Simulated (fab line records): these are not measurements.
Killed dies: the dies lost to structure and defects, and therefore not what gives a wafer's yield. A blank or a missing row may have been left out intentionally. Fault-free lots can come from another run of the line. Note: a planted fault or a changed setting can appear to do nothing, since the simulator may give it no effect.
What tool caused it?	flow nand-harc	10 lots with 30 wafers sampled at 5 steps, on a route of 1302 steps

WHAT THE GAUGES SHOWED, per wafer
NHARC_THIN_TSV_CD_MEAS_37. Usual: cd-nm reads 5001 nm (standard deviation 3.1).
lot	measured	on	cd-nm (nm)	flag
L852	day 23 21:42	cd-sem-02	5003 5003 5002	
L853	day 24 16:43	cd-sem-02	5006 5004 5002	
L854	day 24 18:01	cd-sem-01	5003 5003 5002	
L855	day 24 14:58	cd-sem-03	5000 4999 4998	
L857	day 25 14:54	cd-sem-03	5000 4998 4995	
L861	day 27 19:44	cd-sem-01	5008 5004 5007	
L862	day 28 08:26	cd-sem-02	4999 4995 4997	
L872	day 32 01:47	cd-sem-01	4993 4998 4998	
L873	day 32 20:33	cd-sem-02	5004 5003 5004	
L875	day 33 18:33	cd-sem-03	5002 5002 4999	

NHARC_END_WLT_00. Usual: VT_DECK1_BOTTOM 0.871, standard deviation 0.0086; VT_DECK1_BOTTOM_INNER 0.870, standard deviation 0.0083; VT_DECK1_MEDIAN_NEAR_BOTTOM 0.871, standard deviation 0.0084; VT_DECK1_MEDIAN_NEAR_BOTTOM_INNER 0.872, standard deviation 0.0081; VT_DECK1_MIDDLE 0.884, standard deviation 0.008; VT_DECK1_MIDDLE_INNER 0.884, standard deviation 0.0074; VT_DECK1_TOP 0.895, standard deviation 0.0085; VT_DECK1_TOP_INNER 0.895, standard deviation 0.008; VT_DECK2_BOTTOM 0.869, standard deviation 0.0068; VT_DECK2_BOTTOM_INNER 0.870, standard deviation 0.0072; VT_DECK2_MEDIAN_NEAR_BOTTOM 0.871, standard deviation 0.0075; VT_DECK2_MEDIAN_NEAR_BOTTOM_INNER 0.870, standard deviation 0.0069; VT_DECK2_MIDDLE 0.883, standard deviation 0.0065; VT_DECK2_MIDDLE_INNER 0.881, standard deviation 0.0067; VT_DECK2_TOP 0.894, standard deviation 0.0068; VT_DECK2_TOP_INNER 0.893, standard deviation 0.0065.
lot	measured	on	VT_DECK1_BOTTOM	VT_DECK1_BOTTOM_INNER	VT_DECK1_MEDIAN_NEAR_BOTTOM	VT_DECK1_MEDIAN_NEAR_BOTTOM_INNER	VT_DECK1_MIDDLE	VT_DECK1_MIDDLE_INNER	VT_DECK1_TOP	VT_DECK1_TOP_INNER	VT_DECK2_BOTTOM	VT_DECK2_BOTTOM_INNER	VT_DECK2_MEDIAN_NEAR_BOTTOM	VT_DECK2_MEDIAN_NEAR_BOTTOM_INNER	VT_DECK2_MIDDLE	VT_DECK2_MIDDLE_INNER	VT_DECK2_TOP	VT_DECK2_TOP_INNER	flag
L852	day 24 03:58	prober-01	0.876 0.880 0.875	0.882 0.869 0.865	0.885 0.865 0.869	0.883 0.880 0.874	0.886 0.881 0.889	0.892 0.896 0.891	0.910 0.910 0.911	0.892 0.906 0.900	0.873 0.877 0.873	0.876 0.873 0.869	0.871 0.876 0.872	0.872 0.871 0.873	0.884 0.895 0.885	0.888 0.886 0.881	0.898 0.896 0.902	0.901 0.896 0.899	
L853	day 24 20:47	prober-01	0.899 0.870 0.882	0.880 0.876 0.882	0.888 0.878 0.885	0.884 0.880 0.886	0.904 0.894 0.894	0.894 0.896 0.899	0.908 0.913 0.906	0.903 0.919 0.905	0.880 0.874 0.875	0.869 0.873 0.879	0.870 0.866 0.871	0.869 0.863 0.878	0.880 0.878 0.879	0.880 0.878 0.879	0.896 0.894 0.893	0.891 0.895 0.904	
L854	day 24 20:48	prober-02	0.869 0.870 0.877	0.872 0.865 0.879	0.867 0.870 0.865	0.870 0.878 0.877	0.882 0.885 0.888	0.879 0.888 0.886	0.887 0.892 0.895	0.894 0.893 0.889	0.868 0.855 0.860	0.878 0.858 0.859	0.882 0.871 0.870	0.874 0.859 0.866	0.880 0.871 0.880	0.877 0.875 0.881	0.901 0.894 0.893	0.891 0.894 0.896	
L855	day 25 05:04	prober-02	0.884 0.876 0.878	0.881 0.867 0.874	0.882 0.878 0.876	0.883 0.871 0.876	0.893 0.891 0.896	0.891 0.896 0.892	0.901 0.903 0.903	0.899 0.897 0.905	0.872 0.873 0.863	0.865 0.876 0.866	0.879 0.874 0.880	0.866 0.869 0.872	0.887 0.881 0.881	0.883 0.882 0.878	0.889 0.890 0.894	0.890 0.892 0.890	
L857	day 25 22:20	prober-02	0.878 0.874 0.874	0.874 0.876 0.870	0.877 0.876 0.870	0.872 0.872 0.881	0.882 0.888 0.886	0.886 0.880 0.885	0.888 0.900 0.890	0.896 0.902 0.890	0.878 0.869 0.872	0.876 0.868 0.883	0.882 0.874 0.875	0.878 0.870 0.887	0.886 0.892 0.893	0.886 0.897 0.893	0.896 0.901 0.896	0.893 0.899 0.897	
L861	day 28 00:52	prober-01	0.856 0.850 0.857	0.862 0.858 0.861	0.852 0.866 0.854	0.856 0.864 0.856	0.877 0.873 0.886	0.873 0.871 0.880	0.889 0.880 0.889	0.886 0.891 0.882	0.872 0.870 0.868	0.871 0.876 0.871	0.874 0.866 0.865	0.875 0.867 0.871	0.890 0.889 0.880	0.877 0.881 0.877	0.884 0.895 0.884	0.890 0.893 0.893	
L862	day 28 13:08	prober-02	0.864 0.879 0.878	0.862 0.875 0.880	0.865 0.876 0.874	0.874 0.886 0.877	0.887 0.887 0.893	0.889 0.892 0.882	0.891 0.896 0.905	0.898 0.899 0.899	0.865 0.860 0.862	0.852 0.871 0.868	0.863 0.864 0.869	0.854 0.867 0.865	0.862 0.880 0.872	0.873 0.874 0.886	0.882 0.883 0.887	0.892 0.884 0.890	
L872	day 32 04:50	prober-02	0.855 0.866 0.863	0.867 0.861 0.860	0.863 0.859 0.858	0.867 0.867 0.865	0.874 0.882 0.878	0.874 0.878 0.880	0.888 0.896 0.887	0.882 0.887 0.884	0.858 0.861 0.860	0.859 0.853 0.869	0.857 0.845 0.867	0.859 0.859 0.857	0.873 0.875 0.877	0.870 0.869 0.865	0.897 0.886 0.886	0.883 0.887 0.876	
L873	day 33 02:46	prober-01	0.865 0.869 0.860	0.867 0.866 0.860	0.862 0.870 0.860	0.870 0.862 0.871	0.883 0.869 0.877	0.876 0.882 0.883	0.884 0.893 0.880	0.886 0.887 0.889	0.880 0.875 0.879	0.879 0.874 0.875	0.888 0.874 0.873	0.880 0.878 0.879	0.884 0.881 0.883	0.884 0.884 0.886	0.894 0.905 0.882	0.889 0.895 0.890	
L875	day 34 00:19	prober-02	0.860 0.858 0.864	0.864 0.863 0.861	0.864 0.864 0.863	0.863 0.857 0.864	0.874 0.880 0.874	0.875 0.878 0.873	0.874 0.884 0.887	0.891 0.894 0.894	0.873 0.860 0.865	0.870 0.866 0.862	0.874 0.866 0.871	0.876 0.870 0.879	0.878 0.882 0.876	0.886 0.881 0.878	0.894 0.883 0.888	0.887 0.884 0.890	

NHARC_END_SORT_01. Usual: defect-limited-yield is 89.8 % with standard deviation 2.4, killed-at-array is 64 with standard deviation 16, killed-at-other is 1.0 with standard deviation 1.1, killed-at-periphery is 3.5 with standard deviation 2.3, killed-dies is 69 with standard deviation 17, killed-open is 3.2 with standard deviation 1.6, and killed-short is 2.4 with standard deviation 1.6.
lot	measured	on	defect-limited-yield (%)	killed-at-array	killed-at-other	killed-at-periphery	killed-dies	killed-open	killed-short	flag
L852	day 24 07:14	prober-01	86.1 88.2 88.5	88 73 71	0 2 1	6 5 6	94 80 78	3 2 1	7 3 2	
L861	day 28 04:12	prober-01	78.7 77.8 77.5	55 61 55	1 2 0	88 87 97	144 150 152	2 0 2	3 0 2	OFF
L862	day 28 16:06	prober-02	78.3 80.2 78.0	58 52 61	1 1 1	88 81 87	147 134 149	5 6 1	1 2 0	OFF
L872	day 32 07:51	prober-02	89.8 87.0 88.3	67 84 71	0 1 2	2 3 6	69 88 79	2 2 5	3 2 1	

TOOL THAT RAN EACH LOT (tool first, then ch and the chambers of the sampled wafers, then the start)
lot	NHARC_P_BONDPAD_PRE_CLEAN_26	NHARC_THIN_TSV_ETCH_44
L852	pvd-sputter-01, day 6 19:43	rie-diel-03 ch 0,1, day 23 14:35
L853	pvd-sputter-02, day 7 03:33	rie-diel-08 ch 0,1,2, day 24 09:09
L854	pvd-sputter-01, day 7 15:02	rie-diel-08 ch 0,1,2, day 24 10:23
L855	pvd-sputter-02, day 7 19:23	rie-diel-02 ch 0,1, day 24 07:55
L857	pvd-sputter-01, day 8 18:29	rie-diel-02 ch 2,3, day 25 07:44
L861	pvd-sputter-02, day 10 15:26	rie-diel-02 ch 0,3, day 27 12:34
L862	pvd-sputter-02, day 10 22:44	rie-diel-03 ch 1,2,3, day 28 01:20
L872	pvd-sputter-02, day 14 18:05	rie-diel-02 ch 1,3, day 31 18:08
L873	pvd-sputter-02, day 15 07:18	rie-diel-02 ch 0,3, day 32 13:27
L875	pvd-sputter-01, day 16 13:26	rie-diel-03 ch 0,1, day 33 11:33
- NHARC_P_BONDPAD_PRE_CLEAN_26: time 30 s.
- NHARC_THIN_TSV_ETCH_44: etches the open film in CF4/O2, target depth 1594.2 nm, time 797.1 s.

AS READ BY THE TOOLS THEMSELVES (means over the sampled wafers that have a number; for cases with no such wafer, the mark the record gives instead)
NHARC_P_BONDPAD_PRE_CLEAN_26. Usual: heater-power-w reads 453 W (standard deviation 44).
lot	tool	heater-power-w (W)	flag
L852	pvd-sputter-01	506	
L853	pvd-sputter-02	461	
L854	pvd-sputter-01	509	
L855	pvd-sputter-02	460	
L857	pvd-sputter-01	481	
L861	pvd-sputter-02	447	
L862	pvd-sputter-02	444	
L872	pvd-sputter-02	434	
L873	pvd-sputter-02	450	
L875	pvd-sputter-01	449	

NHARC_THIN_TSV_ETCH_44. Usual: bias-w is 800.1 W with standard deviation 2.5, chamber-pressure-mTorr is 30.002 mTorr with standard deviation 0.028, drypump-motor-current-A is 5.6 A with standard deviation 0.47, oes-product-au is 0.997 a.u. with standard deviation 0.0091, rf-vpp-V is 794 V with standard deviation 4.7, showerhead-plenum-p-Torr is 1.83 Torr with standard deviation 0.074, and throttle-valve-pct is 16.915 % with standard deviation 0.0091.
lot	tool	bias-w (W)	chamber-pressure-mTorr (mTorr)	drypump-motor-current-A (A)	oes-product-au (a.u.)	rf-vpp-V (V)	showerhead-plenum-p-Torr (Torr)	throttle-valve-pct (%)	flag
L852	rie-diel-03	800.5	30.000	5.8	0.997	799	1.93	16.920	
L853	rie-diel-08	800.1	30.015	5.4	0.999	793	1.80	16.914	
L854	rie-diel-08	800.6	30.009	5.4	1.001	793	1.80	16.909	
L855	rie-diel-02	800.3	29.997	5.4	1.003	787	1.72	16.920	
L857	rie-diel-02	800.2	29.998	5.9	0.999	797	1.88	16.922	
L861	rie-diel-02	800.5	29.991	5.9	0.997	790	1.77	16.919	
L862	rie-diel-03	800.7	29.994	5.4	0.999	797	1.87	16.918	
L872	rie-diel-02	800.5	30.029	5.9	0.985	793	1.81	16.915	
L873	rie-diel-02	800.5	30.007	6.1	0.990	793	1.82	16.909	
L875	rie-diel-03	796.5	29.990	5.8	1.000	799	1.92	16.919	

THE ANSWER, worked out from the rows above alone
Rule: a lot counts as off when the mean over its wafers that have a number is more than 3 standard deviations away from the usual mean. Also off: a lot with no number at a reading for which 4 or more lots have one. All remaining lots with rows at the step are treated as sound. The gauges are gone through in route order, then the tools' own readings, and for those a lot's mean is taken as printed above. The first step at which some lot is off is used, and at that step the reading that is off furthest; a lot without a number counts as furthest.
Off: L861, L862, at NHARC_END_SORT_01 (killed-at-periphery). Neither off nor sound, because the step has no rows for them: L853, L854, L855, L857, L873, L875.
If a tool, at a process step before that reading, ran all the lots that are off and no sound lot after the first of them, it fits. The gauges at NHARC_END_SORT_01 are tried like those tools. Not one of the candidates tried fits.

WHAT THE SIMULATOR PUT IN
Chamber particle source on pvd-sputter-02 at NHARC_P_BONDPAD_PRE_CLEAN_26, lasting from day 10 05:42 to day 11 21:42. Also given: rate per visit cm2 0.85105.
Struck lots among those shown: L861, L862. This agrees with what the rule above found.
